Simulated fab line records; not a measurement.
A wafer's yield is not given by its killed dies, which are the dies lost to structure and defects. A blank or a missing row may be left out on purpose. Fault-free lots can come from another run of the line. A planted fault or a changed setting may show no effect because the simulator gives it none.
Problem report in the 8D (eight disciplines) form, filled by code || flow nand-harc || the parts of the form that need people (team, actions taken, sign-off) are left out

## 1. PROBLEM STATEMENT
killed-at-array at NHARC_END_SORT_01 reads a mean of 178 on 1 wafer of 1 lot; wafers without a fault read 58 with a standard deviation of 18. Relative to the usual mean, that is a shift of +6.7 standard deviations.
Seen first at day 30 17:18 on prober-01, wafer L411.4. The record holds 3 wafers of 1 lot with a number at this step. Rule for "out", or "out of limits": more than 4 standard deviations from the usual mean. All remaining wafers that have a number are taken as sound.

## 2. WHAT THIS IS AND IS NOT
{"question": "which readings at this step", "is": "killed-at-array, killed-dies", "is not": "killed-at-other, killed-at-periphery, killed-open, killed-short"}
{"question": "which lots", "is": "L411", "is not": "-"}
{"question": "which wafers of those lots", "is": "L411.4", "is not": "L411.3, L411.6"}
{"question": "read on which gauges", "is": "prober-01", "is not": "-"}
{"question": "when", "is": "from day 30 17:18", "is not": "up to then (1 sound wafer); but 1 sound wafer of L411 came after"}

## 3. THE SUSPECTS, EACH WITH WHAT RULES IT OUT
Counting: any tool at a process step up to the reading remains a suspect provided it ran every lot that is out. Sound lots after the first of them don't rule it out here, since some wafers of a struck lot are sound.
- the gauge at NHARC_END_SORT_01: kept. All the wafers that are out were read on prober-01, and no step on other tools shows them out.
- rie-diel-12 at NHARC_A_CONTACT_ETCH_88 (etches the open film in CF4, target depth 39 nm, time 65 s): kept. It ran the lot that is out, L411 (day 28 08:49).
- cmp-03 at NHARC_A_M1_CMP_23 (polishes, t overpolish 20 s, target thk 154.34 nm): kept. It ran the lot that is out, L411 (day 29 01:47).
- pvd-sputter-02 at NHARC_A_BONDPAD_DEGAS_25 (time 60 s): kept. It ran the lot that is out, L411 (day 29 05:32).
- pvd-sputter-02 at NHARC_THIN_TSV_DEGAS_53 (time 60 s): kept. It ran the lot that is out, L411 (day 30 05:50).
- In rie-diel-12 at NHARC_A_CONTACT_ETCH_88, the wafers that are out were processed in chamber 2 and their sound lot-mates in chambers 0, 1.
- Within cmp-03 at NHARC_A_M1_CMP_23, the wafers that are out were processed in chamber 1 and their sound lot-mates in chamber 3.
Left after counting: rie-diel-12 at NHARC_A_CONTACT_ETCH_88, cmp-03 at NHARC_A_M1_CMP_23, pvd-sputter-02 at NHARC_A_BONDPAD_DEGAS_25, pvd-sputter-02 at NHARC_THIN_TSV_DEGAS_53, prober-01 at NHARC_END_SORT_01.

## 4. THE CAUSE (what the simulator had put in)
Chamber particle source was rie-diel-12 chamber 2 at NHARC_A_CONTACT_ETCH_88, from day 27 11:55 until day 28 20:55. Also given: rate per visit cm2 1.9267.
Counting left 5 suspects, and this tool is among them.

## 5. THE EFFECT CHAIN, in route order
Each row: a reading where the mean over the struck wafers with a number is more than 3 standard deviations away from the usual. Only readings whose record carries a usual standard deviation are examined. hours: median over the lots of the time between each lot's start at the first step of this table that gives one and its start at this step. sigmas: the change, counted in usual standard deviations.
{"hours": 0, "step": "NHARC_END_SORT_01", "reading": "killed-at-array", "usual": 58, "on struck wafers": 178, "change": "+120", "sigmas": "+6.7"}
{"hours": 0, "step": "NHARC_END_SORT_01", "reading": "killed-dies", "usual": 64, "on struck wafers": 178, "change": "+114", "sigmas": "+6.3"}

## 6. HOW IT WOULD HAVE BEEN CAUGHT EARLIER
In this record the first reading out of limits at a measuring or inspecting step was taken at day 30 17:18, 77 hours after the fault began at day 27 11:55.
No tool reading at NHARC_A_CONTACT_ETCH_88 that has a usual standard deviation in the record was out on any struck wafer, so an alarm limit of 4 standard deviations on those readings would not have fired.
By day 30 17:18, every lot that is out (1) had started NHARC_A_CONTACT_ETCH_88 on rie-diel-12. Holding the tool at that point would not have protected any of them.
